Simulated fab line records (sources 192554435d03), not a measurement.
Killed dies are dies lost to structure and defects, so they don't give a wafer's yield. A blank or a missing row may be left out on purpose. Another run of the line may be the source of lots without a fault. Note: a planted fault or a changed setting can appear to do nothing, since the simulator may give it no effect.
Matching of chambers	flow n5_finfet	rie_diel-02 running N5_BEOL_M13_VIA_ETCH_16: 4 sister chambers
The step etches SiOC in C4F8/O2/Ar, target depth 921.7 nm. 20 wafers are shown with their chamber, then 10 later ones without.

## WAFERS PAIRED WITH THEIR CHAMBERS
wafer	chamber	drypump_motor_current_A (A)	showerhead_plenum_p_Torr (Torr)	oes_product_au (a.u.)
L077.1	2	5.95	3.43	0.65
L077.2	3	6.15	3.36	0.79
L077.5	0	5.48	3.33	0.79
L076.2	1	5.99	3.58	0.72
L076.5	1	6.00	3.58	0.73
L076.6	2	5.93	3.43	0.65
L081.2	2	5.96	3.42	0.64
L081.4	3	6.16	3.36	0.77
L081.6	3	6.15	3.36	0.76
L086.1	2	5.96	3.42	0.63
L086.2	1	5.98	3.57	0.71
L086.5	0	5.45	3.33	0.76
L089.2	2	5.99	3.42	0.63
L089.5	1	5.97	3.57	0.70
L089.6	0	5.47	3.32	0.75
L088.1	2	5.92	3.41	0.62
L088.3	3	6.13	3.35	0.75
L088.6	3	6.13	3.35	0.75
L091.4	1	5.99	3.57	0.70
L091.5	2	5.98	3.41	0.63

SIGNATURES, as means of the wafers listed above
reading	chamber 0	chamber 1	chamber 2	chamber 3	scatter within a chamber
drypump_motor_current_A	5.4667	5.9860	5.9557	6.1440	0.0185
showerhead_plenum_p_Torr	3.3267	3.5740	3.4200	3.3560	0.00665
oes_product_au	0.7667	0.7120	0.6357	0.7640	0.0147
Rule: a wafer lies at a distance from a chamber equal to the root of the sum of squares, over the readings, of (its reading less the chamber's mean, divided by the reading's scatter). The wafer belongs to the nearest chamber; if the next one is less than 2 further off, it can't be placed. The scatter: take each reading less its chamber's mean, square it, sum over the shown wafers, divide by the number of wafers less the number of chambers, and take the root.

## WAFERS WHOSE CHAMBER IS MISSING
wafer	drypump_motor_current_A (A)	showerhead_plenum_p_Torr (Torr)	oes_product_au (a.u.)
L091.6	5.99	3.57	0.70
L092.2	5.97	3.56	0.70
L092.3	6.15	3.35	0.74
L092.5	5.49	3.32	0.76
L093.3	6.14	3.35	0.75
L093.5	5.48	3.32	0.75
L093.6	6.16	3.35	0.74
L095.3	6.15	3.34	0.74
L095.4	5.98	3.56	0.69
L095.5	5.99	3.56	0.70

## EACH ONE'S CHAMBER
wafer	from the rows above	in truth
L091.6	1	1
L092.2	1	1
L092.3	3	3
L092.5	0	0
L093.3	3	3
L093.5	0	0
L093.6	3	3
L095.3	3	3
L095.4	1	1
L095.5	1	1
Placed correctly: 10 of 10. Left unplaced by these rows: 0. Wrongly placed: 0.
